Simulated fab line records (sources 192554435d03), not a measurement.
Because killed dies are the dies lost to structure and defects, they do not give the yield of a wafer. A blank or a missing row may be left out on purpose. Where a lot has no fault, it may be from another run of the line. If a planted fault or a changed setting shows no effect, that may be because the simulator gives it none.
Matching of chambers || flow n5Finfet || 3 sister chambers for N5_BEOL_M8_ILD_DEP_00 on pecvd-04
The step deposits SiCOH lowk from DEMS/porogen, target thk 179.75 nm, time 33.4 s. 20 wafers are shown with their chamber, then 10 later ones without.

## EACH WAFER AND ITS CHAMBER
{"wafer": "L074.2", "chamber": 2, "throttleValvePct (%)": 13.2, "showerheadPlenumPTorr (Torr)": 5.734, "heaterPowerW (W)": 321}
{"wafer": "L074.3", "chamber": 1, "throttleValvePct (%)": 14.6, "showerheadPlenumPTorr (Torr)": 5.758, "heaterPowerW (W)": 282}
{"wafer": "L074.6", "chamber": 2, "throttleValvePct (%)": 13.4, "showerheadPlenumPTorr (Torr)": 5.722, "heaterPowerW (W)": 308}
{"wafer": "L075.1", "chamber": 0, "throttleValvePct (%)": 14.6, "showerheadPlenumPTorr (Torr)": 5.726, "heaterPowerW (W)": 254}
{"wafer": "L075.4", "chamber": 1, "throttleValvePct (%)": 14.8, "showerheadPlenumPTorr (Torr)": 5.749, "heaterPowerW (W)": 315}
{"wafer": "L075.6", "chamber": 2, "throttleValvePct (%)": 13.3, "showerheadPlenumPTorr (Torr)": 5.732, "heaterPowerW (W)": 274}
{"wafer": "L079.1", "chamber": 1, "throttleValvePct (%)": 14.7, "showerheadPlenumPTorr (Torr)": 5.749, "heaterPowerW (W)": 322}
{"wafer": "L079.4", "chamber": 2, "throttleValvePct (%)": 13.2, "showerheadPlenumPTorr (Torr)": 5.732, "heaterPowerW (W)": 290}
{"wafer": "L079.6", "chamber": 1, "throttleValvePct (%)": 14.9, "showerheadPlenumPTorr (Torr)": 5.744, "heaterPowerW (W)": 250}
{"wafer": "L080.1", "chamber": 2, "throttleValvePct (%)": 13.5, "showerheadPlenumPTorr (Torr)": 5.712, "heaterPowerW (W)": 309}
{"wafer": "L080.4", "chamber": 0, "throttleValvePct (%)": 14.5, "showerheadPlenumPTorr (Torr)": 5.731, "heaterPowerW (W)": 312}
{"wafer": "L080.5", "chamber": 1, "throttleValvePct (%)": 15.0, "showerheadPlenumPTorr (Torr)": 5.752, "heaterPowerW (W)": 315}
{"wafer": "L082.1", "chamber": 2, "throttleValvePct (%)": 13.1, "showerheadPlenumPTorr (Torr)": 5.715, "heaterPowerW (W)": 277}
{"wafer": "L082.2", "chamber": 1, "throttleValvePct (%)": 14.7, "showerheadPlenumPTorr (Torr)": 5.751, "heaterPowerW (W)": 302}
{"wafer": "L082.5", "chamber": 1, "throttleValvePct (%)": 15.1, "showerheadPlenumPTorr (Torr)": 5.748, "heaterPowerW (W)": 308}
{"wafer": "L083.3", "chamber": 2, "throttleValvePct (%)": 13.2, "showerheadPlenumPTorr (Torr)": 5.708, "heaterPowerW (W)": 321}
{"wafer": "L083.4", "chamber": 0, "throttleValvePct (%)": 14.8, "showerheadPlenumPTorr (Torr)": 5.711, "heaterPowerW (W)": 239}
{"wafer": "L083.6", "chamber": 2, "throttleValvePct (%)": 13.2, "showerheadPlenumPTorr (Torr)": 5.714, "heaterPowerW (W)": 314}
{"wafer": "L084.2", "chamber": 2, "throttleValvePct (%)": 13.3, "showerheadPlenumPTorr (Torr)": 5.711, "heaterPowerW (W)": 303}
{"wafer": "L084.3", "chamber": 0, "throttleValvePct (%)": 14.5, "showerheadPlenumPTorr (Torr)": 5.706, "heaterPowerW (W)": 287}

SIGNATURES (means of the wafers above)
{"reading": "throttleValvePct", "chamber 0": 14.600, "chamber 1": 14.829, "chamber 2": 13.267, "scatter within a chamber": 0.148}
{"reading": "showerheadPlenumPTorr", "chamber 0": 5.71850, "chamber 1": 5.75014, "chamber 2": 5.72000, "scatter within a chamber": 0.00899}
{"reading": "heaterPowerW", "chamber 0": 273.00, "chamber 1": 299.14, "chamber 2": 301.89, "scatter within a chamber": 23.7}
Rule: a wafer's distance from a chamber is the root of the sum, over the readings, of the square of ((its reading less the chamber's mean) divided by the reading's scatter). The wafer belongs to the nearest chamber; if the next one is less than 2 further off, it can't be placed. The scatter: the root of (the sum of the squares of (reading less its chamber's mean) over the shown wafers, divided by (wafers less chambers)).

## WAFERS MISSING THEIR CHAMBER
{"wafer": "L084.5", "throttleValvePct (%)": 14.6, "showerheadPlenumPTorr (Torr)": 5.755, "heaterPowerW (W)": 316}
{"wafer": "L086.3", "throttleValvePct (%)": 14.9, "showerheadPlenumPTorr (Torr)": 5.757, "heaterPowerW (W)": 312}
{"wafer": "L086.5", "throttleValvePct (%)": 14.3, "showerheadPlenumPTorr (Torr)": 5.709, "heaterPowerW (W)": 302}
{"wafer": "L086.6", "throttleValvePct (%)": 14.6, "showerheadPlenumPTorr (Torr)": 5.768, "heaterPowerW (W)": 332}
{"wafer": "L092.1", "throttleValvePct (%)": 13.0, "showerheadPlenumPTorr (Torr)": 5.723, "heaterPowerW (W)": 289}
{"wafer": "L092.2", "throttleValvePct (%)": 14.5, "showerheadPlenumPTorr (Torr)": 5.758, "heaterPowerW (W)": 283}
{"wafer": "L092.4", "throttleValvePct (%)": 14.5, "showerheadPlenumPTorr (Torr)": 5.714, "heaterPowerW (W)": 308}
{"wafer": "L096.2", "throttleValvePct (%)": 13.6, "showerheadPlenumPTorr (Torr)": 5.732, "heaterPowerW (W)": 265}
{"wafer": "L096.4", "throttleValvePct (%)": 14.6, "showerheadPlenumPTorr (Torr)": 5.749, "heaterPowerW (W)": 317}
{"wafer": "L096.6", "throttleValvePct (%)": 13.2, "showerheadPlenumPTorr (Torr)": 5.722, "heaterPowerW (W)": 272}

## WHICH CHAMBER EACH WENT THROUGH
{"wafer": "L084.5", "from the rows above": 1, "in truth": 1}
{"wafer": "L086.3", "from the rows above": 1, "in truth": 1}
{"wafer": "L086.5", "from the rows above": 0, "in truth": 0}
{"wafer": "L086.6", "from the rows above": 1, "in truth": 1}
{"wafer": "L092.1", "from the rows above": 2, "in truth": 2}
{"wafer": "L092.2", "from the rows above": "can't be placed: 1 or 0", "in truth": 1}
{"wafer": "L092.4", "from the rows above": 0, "in truth": 0}
{"wafer": "L096.2", "from the rows above": 2, "in truth": 2}
{"wafer": "L096.4", "from the rows above": 1, "in truth": 1}
{"wafer": "L096.6", "from the rows above": 2, "in truth": 2}
Correctly placed: 9 of 10. Unplaceable from these rows: 1, with the true chamber sitting among the candidates in 1. Placed wrongly: 0.
